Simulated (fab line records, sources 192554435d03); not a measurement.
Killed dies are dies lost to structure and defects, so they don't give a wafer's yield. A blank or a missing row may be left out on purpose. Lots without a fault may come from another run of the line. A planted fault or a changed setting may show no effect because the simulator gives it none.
Problem report in the 8D (eight disciplines) form, filled by code | flow n5_finfet | the parts of the form that need people (team, actions taken, sign-off) are left out

1. THE PROBLEM
spin_speed_rpm at N5_FIN_SAQP_COAT_49 reads a mean of 1435.6 rpm on 6 wafers of 2 lots; wafers without a fault read 1499.9 rpm with a standard deviation of 1.1. That is -58 standard deviations from the usual mean.
The step: time 60 s, resist thk 100 nm.
First seen on wafer L246.2, day 4 22:46, on litho_track-05. The record holds 27 wafers of 9 lots with a number at this step. Rule for "out", or "out of limits": more than 4 standard deviations from the usual mean. The other wafers with a number count as sound.

2. WHAT IT IS AND WHAT IT IS NOT
question                    | is                     | is not
which readings at this step | spin_speed_rpm         | resist_line_temp_C
which lots                  | L246, L250             | L235, L239, L251, L252, L253, L255, L256
which wafers of those lots  | all that have a number | -
read on which tools         | litho_track-05         | litho_track-02, litho_track-03
when                        | from day 4 22:46       | up to then (6 sound wafers); but 15 sound wafers of L251, L252, L253, L255, L256 came after

3. SUSPECTS, AND WHAT RULES EACH OUT
Counting: a tool at a process step up to the reading stays a suspect if it ran every lot that is out and no sound lot after the first of them.
- rie_diel-05 at N5_PMOS_HMC_CHANNEL_EPI_ETCH_32 (etches BARC in N2/H2, stops on SiO2, target depth 85.8 nm, time 50.3 s): kept. It ran every lot that is out, first L246 (day 4 17:50), and no sound lot after that.
- litho_track-05 at N5_FIN_SAQP_COAT_49 (time 60 s, resist thk 100 nm): kept. It ran every lot that is out, first L246 (day 4 22:46), and no sound lot after that; its last sound lot up to then is L239 (day 3 05:47). Its own readings are out on those wafers: spin_speed_rpm.
Left after counting: rie_diel-05 at N5_PMOS_HMC_CHANNEL_EPI_ETCH_32, litho_track-05 at N5_FIN_SAQP_COAT_49.

4. THE CAUSE (what the simulator had put in)
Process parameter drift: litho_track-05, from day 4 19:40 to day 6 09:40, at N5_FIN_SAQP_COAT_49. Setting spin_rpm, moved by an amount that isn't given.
Counting left 2 suspects, and this tool is among them.

5. THE CHAIN OF EFFECTS, in route order
Each row: a reading whose mean over the struck wafers that have a number lies more than 3 standard deviations from the usual. Only readings for which the record gives a usual standard deviation are gone through. hours: the time from each lot's start at the first step in this table that gives one to its start at this step, as a median over the lots. sigmas: the change in usual standard deviations.
hours | step                | reading        | usual      | on struck wafers | change | sigmas
0     | N5_FIN_SAQP_COAT_49 | spin_speed_rpm | 1499.9 rpm | 1435.6           | -64.3  | -58
The process steps in it:
- N5_FIN_SAQP_COAT_49: time 60 s, resist thk 100 nm.
Later measuring or inspecting steps at which every struck wafer that the step has a row for has a number for every such reading, and none has moved that far: N5_BEOL_M4_RC_MEAS_101.

6. WHAT WOULD HAVE CAUGHT IT SOONER
In this record the first reading out of limits was taken at day 4 22:46, 3 hours after the fault began at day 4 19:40.
